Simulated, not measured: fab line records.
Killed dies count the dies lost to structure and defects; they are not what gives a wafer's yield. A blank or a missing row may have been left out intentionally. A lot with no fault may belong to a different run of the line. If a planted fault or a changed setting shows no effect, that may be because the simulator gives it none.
Which of the tools did it? / flow nand-harc / 33 wafers from 11 lots sampled at 6 of the route's 1302 steps

## WHAT THE GAUGES SHOWED, per wafer
NHARC_A_BLC_CD_MEAS_10: target cd 100 nm. Usual: 99.7 nm for cd-nm, sd 0.56.
lot=L111; measured=day 23 17:46; on=cd-sem-02; cd-nm (nm)=99.2 99.7 98.7; flag=
lot=L115; measured=day 25 02:10; on=cd-sem-01; cd-nm (nm)=99.1 100.1 99.3; flag=
lot=L116; measured=day 25 07:05; on=cd-sem-01; cd-nm (nm)=99.5 99.8 100.0; flag=
lot=L121; measured=day 27 01:14; on=cd-sem-01; cd-nm (nm)=92.2 91.8 92.4; flag=OFF
lot=L120; measured=day 27 03:14; on=cd-sem-01; cd-nm (nm)=92.9 93.0 93.7; flag=OFF
lot=L125; measured=day 28 09:13; on=cd-sem-03; cd-nm (nm)=100.1 99.4 100.4; flag=
lot=L124; measured=day 28 13:51; on=cd-sem-01; cd-nm (nm)=99.3 100.0 100.3; flag=
lot=L123; measured=day 28 14:50; on=cd-sem-01; cd-nm (nm)=99.7 100.2 100.1; flag=
lot=L129; measured=day 30 09:02; on=cd-sem-02; cd-nm (nm)=99.0 99.2 99.6; flag=
lot=L131; measured=day 31 14:55; on=cd-sem-01; cd-nm (nm)=99.9 99.2 99.4; flag=
lot=L132; measured=day 32 03:21; on=cd-sem-02; cd-nm (nm)=100.6 100.0 100.0; flag=

NHARC_END_SORT_01. Usual: killed-at-array 58, standard deviation 18; killed-at-other 1.0, standard deviation 1.5; killed-at-periphery 4, standard deviation 3.1; killed-dies 64, standard deviation 18; killed-open 3.4, standard deviation 1.9; killed-short 2.7, standard deviation 1.7.
lot=L121; measured=day 29 07:08; on=prober-01; killed-at-array=49; killed-at-other=0; killed-at-periphery=1; killed-dies=50; killed-open=5; killed-short=0; flag=

## WHAT TOOL EACH LOT RAN ON (gives the tool, then ch and the chambers of the sampled wafers, and finally the start)
lot=L111; NHARC_A_CONTACT_ETCH_139=har-cap-etch-03 ch 0,1, day 23 13:46; NHARC_A_CONTACT_ETCH_92=rie-diel-12 ch 1,2,3, day 23 14:17; NHARC_A_CONTACT_ETCH_110=rie-diel-12 ch 2,3, day 23 15:02; NHARC_A_BLC_PEB_08=litho-track-01 ch 0, day 23 17:41
lot=L115; NHARC_A_CONTACT_ETCH_139=har-cap-etch-02 ch 1, day 24 22:25; NHARC_A_CONTACT_ETCH_92=rie-diel-12 ch 0,1, day 24 23:02; NHARC_A_CONTACT_ETCH_110=rie-diel-12 ch 0,1, day 24 23:35; NHARC_A_BLC_PEB_08=litho-track-01 ch 0, day 25 02:05
lot=L116; NHARC_A_CONTACT_ETCH_139=har-cap-etch-01 ch 0,1, day 25 03:31; NHARC_A_CONTACT_ETCH_92=rie-diel-13 ch 1,2, day 25 04:01; NHARC_A_CONTACT_ETCH_110=rie-diel-02 ch 0,1,3, day 25 04:32; NHARC_A_BLC_PEB_08=litho-track-01 ch 0, day 25 07:00
lot=L121; NHARC_A_CONTACT_ETCH_139=har-cap-etch-02 ch 0,1, day 26 21:31; NHARC_A_CONTACT_ETCH_92=rie-diel-12 ch 0,1,2, day 26 22:05; NHARC_A_CONTACT_ETCH_110=rie-diel-02 ch 0,1,2, day 26 22:35; NHARC_A_BLC_PEB_08=litho-track-01 ch 0, day 27 01:09
lot=L120; NHARC_A_CONTACT_ETCH_139=har-cap-etch-01 ch 0,1, day 26 23:25; NHARC_A_CONTACT_ETCH_92=rie-diel-02 ch 0,1, day 27 00:04; NHARC_A_CONTACT_ETCH_110=rie-diel-02 ch 1,3, day 27 00:35; NHARC_A_BLC_PEB_08=litho-track-01 ch 0, day 27 03:09
lot=L125; NHARC_A_CONTACT_ETCH_139=har-cap-etch-01 ch 1, day 28 05:29; NHARC_A_CONTACT_ETCH_92=rie-diel-12 ch 1,3, day 28 06:04; NHARC_A_CONTACT_ETCH_110=rie-diel-12 ch 1,2,3, day 28 06:34; NHARC_A_BLC_PEB_08=litho-track-06 ch 0, day 28 09:08
lot=L124; NHARC_A_CONTACT_ETCH_139=har-cap-etch-03 ch 0,1, day 28 10:11; NHARC_A_CONTACT_ETCH_92=rie-diel-12 ch 0,2,3, day 28 10:43; NHARC_A_CONTACT_ETCH_110=rie-diel-12 ch 0,3, day 28 11:12; NHARC_A_BLC_PEB_08=litho-track-06 ch 0, day 28 13:46
lot=L123; NHARC_A_CONTACT_ETCH_139=har-cap-etch-01 ch 0,1, day 28 11:14; NHARC_A_CONTACT_ETCH_92=rie-diel-13 ch 1,2,3, day 28 11:42; NHARC_A_CONTACT_ETCH_110=rie-diel-12 ch 1,2, day 28 12:17; NHARC_A_BLC_PEB_08=litho-track-04 ch 0, day 28 14:44
lot=L129; NHARC_A_CONTACT_ETCH_139=har-cap-etch-03 ch 0,1, day 30 04:25; NHARC_A_CONTACT_ETCH_92=rie-diel-12 ch 0,1,3, day 30 04:55; NHARC_A_CONTACT_ETCH_110=rie-diel-12 ch 0,1,2, day 30 05:38; NHARC_A_BLC_PEB_08=litho-track-04 ch 0, day 30 08:58
lot=L131; NHARC_A_CONTACT_ETCH_139=har-cap-etch-02 ch 0,1, day 31 11:11; NHARC_A_CONTACT_ETCH_92=rie-diel-13 ch 0,1,2, day 31 11:43; NHARC_A_CONTACT_ETCH_110=rie-diel-13 ch 1,2,3, day 31 12:17; NHARC_A_BLC_PEB_08=litho-track-06 ch 0, day 31 14:50
lot=L132; NHARC_A_CONTACT_ETCH_139=har-cap-etch-03 ch 0,1, day 31 23:44; NHARC_A_CONTACT_ETCH_92=rie-diel-12 ch 0,1,3, day 32 00:19; NHARC_A_CONTACT_ETCH_110=rie-diel-13 ch 1,2, day 32 00:50; NHARC_A_BLC_PEB_08=litho-track-04 ch 0, day 32 03:16
- NHARC_A_CONTACT_ETCH_139: etches the open film in C4F8/O2/Ar, time 195 s, target depth 840 nm.
- NHARC_A_CONTACT_ETCH_92: etches the open film in CH3F/O2, target depth 40 nm, time 85.7 s.
- NHARC_A_CONTACT_ETCH_110: etches the open film in CF4/O2, target depth 60 nm, overetch 6 nm, time 33 s.
- NHARC_A_BLC_PEB_08: peb time 65 s.

## AS READ BY THE TOOLS THEMSELVES (means over the sampled wafers that have a number; for cases with no such wafer, the mark the record gives instead)
NHARC_A_CONTACT_ETCH_139. Usual: 0.997 a.u. for oes-air-line-au, sd 0.018.
lot=L111; tool=har-cap-etch-03; oes-air-line-au (a.u.)=0.980; flag=
lot=L115; tool=har-cap-etch-02; oes-air-line-au (a.u.)=0.999; flag=
lot=L116; tool=har-cap-etch-01; oes-air-line-au (a.u.)=1.009; flag=
lot=L121; tool=har-cap-etch-02; oes-air-line-au (a.u.)=0.983; flag=
lot=L120; tool=har-cap-etch-01; oes-air-line-au (a.u.)=0.997; flag=
lot=L125; tool=har-cap-etch-01; oes-air-line-au (a.u.)=0.992; flag=
lot=L124; tool=har-cap-etch-03; oes-air-line-au (a.u.)=0.989; flag=
lot=L123; tool=har-cap-etch-01; oes-air-line-au (a.u.)=0.987; flag=
lot=L129; tool=har-cap-etch-03; oes-air-line-au (a.u.)=1.001; flag=
lot=L131; tool=har-cap-etch-02; oes-air-line-au (a.u.)=0.995; flag=
lot=L132; tool=har-cap-etch-03; oes-air-line-au (a.u.)=1.000; flag=

NHARC_A_CONTACT_ETCH_92. Usual: drypump-motor-current-A 5.68 A, standard deviation 0.27; oes-product-au 0.939 a.u., standard deviation 0.027; rf-vpp-V 244.3 V, standard deviation 1.6; showerhead-plenum-p-Torr 2.45 Torr, standard deviation 0.1; throttle-valve-pct 20.663 %, standard deviation 0.0094.
lot=L111; tool=rie-diel-12; drypump-motor-current-A (A)=5.70; oes-product-au (a.u.)=0.927; rf-vpp-V (V)=245.2; showerhead-plenum-p-Torr (Torr)=2.50; throttle-valve-pct (%)=20.668; flag=
lot=L115; tool=rie-diel-12; drypump-motor-current-A (A)=5.36; oes-product-au (a.u.)=0.921; rf-vpp-V (V)=244.3; showerhead-plenum-p-Torr (Torr)=2.47; throttle-valve-pct (%)=20.662; flag=
lot=L116; tool=rie-diel-13; drypump-motor-current-A (A)=5.83; oes-product-au (a.u.)=0.936; rf-vpp-V (V)=243.5; showerhead-plenum-p-Torr (Torr)=2.40; throttle-valve-pct (%)=20.662; flag=
lot=L121; tool=rie-diel-12; drypump-motor-current-A (A)=5.56; oes-product-au (a.u.)=0.929; rf-vpp-V (V)=244.0; showerhead-plenum-p-Torr (Torr)=2.46; throttle-valve-pct (%)=20.661; flag=
lot=L120; tool=rie-diel-02; drypump-motor-current-A (A)=5.53; oes-product-au (a.u.)=0.930; rf-vpp-V (V)=243.7; showerhead-plenum-p-Torr (Torr)=2.45; throttle-valve-pct (%)=20.657; flag=
lot=L125; tool=rie-diel-12; drypump-motor-current-A (A)=5.68; oes-product-au (a.u.)=0.959; rf-vpp-V (V)=244.2; showerhead-plenum-p-Torr (Torr)=2.44; throttle-valve-pct (%)=20.671; flag=
lot=L124; tool=rie-diel-12; drypump-motor-current-A (A)=5.71; oes-product-au (a.u.)=0.925; rf-vpp-V (V)=242.8; showerhead-plenum-p-Torr (Torr)=2.40; throttle-valve-pct (%)=20.667; flag=
lot=L123; tool=rie-diel-13; drypump-motor-current-A (A)=5.88; oes-product-au (a.u.)=0.936; rf-vpp-V (V)=244.0; showerhead-plenum-p-Torr (Torr)=2.42; throttle-valve-pct (%)=20.670; flag=
lot=L129; tool=rie-diel-12; drypump-motor-current-A (A)=5.54; oes-product-au (a.u.)=0.929; rf-vpp-V (V)=243.1; showerhead-plenum-p-Torr (Torr)=2.40; throttle-valve-pct (%)=20.656; flag=
lot=L131; tool=rie-diel-13; drypump-motor-current-A (A)=5.88; oes-product-au (a.u.)=0.930; rf-vpp-V (V)=243.9; showerhead-plenum-p-Torr (Torr)=2.44; throttle-valve-pct (%)=20.660; flag=
lot=L132; tool=rie-diel-12; drypump-motor-current-A (A)=5.51; oes-product-au (a.u.)=0.995; rf-vpp-V (V)=243.7; showerhead-plenum-p-Torr (Torr)=2.40; throttle-valve-pct (%)=20.658; flag=

NHARC_A_CONTACT_ETCH_110. Usual: drypump-motor-current-A 5.67 A, standard deviation 0.3; oes-product-au 1.002 a.u., standard deviation 0.0082; rf-vpp-V 197.9 V, standard deviation 1.4; showerhead-plenum-p-Torr 1.34 Torr, standard deviation 0.057; throttle-valve-pct 13.396 %, standard deviation 0.0087.
lot=L111; tool=rie-diel-12; drypump-motor-current-A (A)=5.85; oes-product-au (a.u.)=0.995; rf-vpp-V (V)=197.0; showerhead-plenum-p-Torr (Torr)=1.33; throttle-valve-pct (%)=13.406; flag=
lot=L115; tool=rie-diel-12; drypump-motor-current-A (A)=5.36; oes-product-au (a.u.)=0.993; rf-vpp-V (V)=197.4; showerhead-plenum-p-Torr (Torr)=1.34; throttle-valve-pct (%)=13.395; flag=
lot=L116; tool=rie-diel-02; drypump-motor-current-A (A)=5.69; oes-product-au (a.u.)=1.000; rf-vpp-V (V)=197.7; showerhead-plenum-p-Torr (Torr)=1.32; throttle-valve-pct (%)=13.393; flag=
lot=L121; tool=rie-diel-02; drypump-motor-current-A (A)=5.68; oes-product-au (a.u.)=1.008; rf-vpp-V (V)=198.8; showerhead-plenum-p-Torr (Torr)=1.35; throttle-valve-pct (%)=13.396; flag=
lot=L120; tool=rie-diel-02; drypump-motor-current-A (A)=5.33; oes-product-au (a.u.)=1.007; rf-vpp-V (V)=198.4; showerhead-plenum-p-Torr (Torr)=1.36; throttle-valve-pct (%)=13.395; flag=
lot=L125; tool=rie-diel-12; drypump-motor-current-A (A)=5.69; oes-product-au (a.u.)=0.995; rf-vpp-V (V)=198.2; showerhead-plenum-p-Torr (Torr)=1.35; throttle-valve-pct (%)=13.403; flag=
lot=L124; tool=rie-diel-12; drypump-motor-current-A (A)=5.55; oes-product-au (a.u.)=0.998; rf-vpp-V (V)=196.0; showerhead-plenum-p-Torr (Torr)=1.26; throttle-valve-pct (%)=13.394; flag=
lot=L123; tool=rie-diel-12; drypump-motor-current-A (A)=5.71; oes-product-au (a.u.)=1.002; rf-vpp-V (V)=198.7; showerhead-plenum-p-Torr (Torr)=1.38; throttle-valve-pct (%)=13.399; flag=
lot=L129; tool=rie-diel-12; drypump-motor-current-A (A)=5.55; oes-product-au (a.u.)=1.014; rf-vpp-V (V)=197.9; showerhead-plenum-p-Torr (Torr)=1.33; throttle-valve-pct (%)=13.393; flag=
lot=L131; tool=rie-diel-13; drypump-motor-current-A (A)=5.86; oes-product-au (a.u.)=1.009; rf-vpp-V (V)=196.5; showerhead-plenum-p-Torr (Torr)=1.31; throttle-valve-pct (%)=13.390; flag=
lot=L132; tool=rie-diel-13; drypump-motor-current-A (A)=5.87; oes-product-au (a.u.)=1.006; rf-vpp-V (V)=197.6; showerhead-plenum-p-Torr (Torr)=1.32; throttle-valve-pct (%)=13.391; flag=

NHARC_A_BLC_PEB_08. Usual: heater-power-total-W 156.6 W, standard deviation 0.43; plate-temp-C 99.96 C, standard deviation 0.12.
lot=L111; tool=litho-track-01; heater-power-total-W (W)=156.4; plate-temp-C (C)=99.84; flag=
lot=L115; tool=litho-track-01; heater-power-total-W (W)=156.6; plate-temp-C (C)=99.97; flag=
lot=L116; tool=litho-track-01; heater-power-total-W (W)=156.3; plate-temp-C (C)=100.01; flag=
lot=L121; tool=litho-track-01; heater-power-total-W (W)=152.9; plate-temp-C (C)=97.90; flag=OFF
lot=L120; tool=litho-track-01; heater-power-total-W (W)=152.7; plate-temp-C (C)=98.04; flag=OFF
lot=L125; tool=litho-track-06; heater-power-total-W (W)=156.8; plate-temp-C (C)=99.99; flag=
lot=L124; tool=litho-track-06; heater-power-total-W (W)=156.9; plate-temp-C (C)=99.96; flag=
lot=L123; tool=litho-track-04; heater-power-total-W (W)=156.8; plate-temp-C (C)=99.99; flag=
lot=L129; tool=litho-track-04; heater-power-total-W (W)=156.5; plate-temp-C (C)=99.91; flag=
lot=L131; tool=litho-track-06; heater-power-total-W (W)=156.8; plate-temp-C (C)=99.87; flag=
lot=L132; tool=litho-track-04; heater-power-total-W (W)=156.9; plate-temp-C (C)=99.98; flag=

## THE ANSWER, worked out from the rows above alone
Rule: lot off if the mean of its wafers having a number is beyond 3 standard deviations from the usual mean. A lot without any number at a reading at which 4 lots or more have one is off too. The other lots that the step has rows for count as sound. Order of review: gauges by route order, followed by the tools' own readings, for which a lot's mean as printed above is used. The first step at which some lot is off is used, and at that step the reading that is off furthest; a lot without a number counts as furthest.
Off: L121, L120, at NHARC_A_BLC_CD_MEAS_10 (cd-nm).
If a tool, at a process step before that reading, ran all the lots that are off and no sound lot after the first of them, it fits. Not tried: the gauges at NHARC_A_BLC_CD_MEAS_10; whatever is off there is also off at NHARC_A_BLC_PEB_08, on other tools, and gauge error can't account for it. This does not decide it: 2 tools fit, namely rie-diel-02 at NHARC_A_CONTACT_ETCH_110 and litho-track-01 at NHARC_A_BLC_PEB_08.

## WHAT THE SIMULATOR PUT IN
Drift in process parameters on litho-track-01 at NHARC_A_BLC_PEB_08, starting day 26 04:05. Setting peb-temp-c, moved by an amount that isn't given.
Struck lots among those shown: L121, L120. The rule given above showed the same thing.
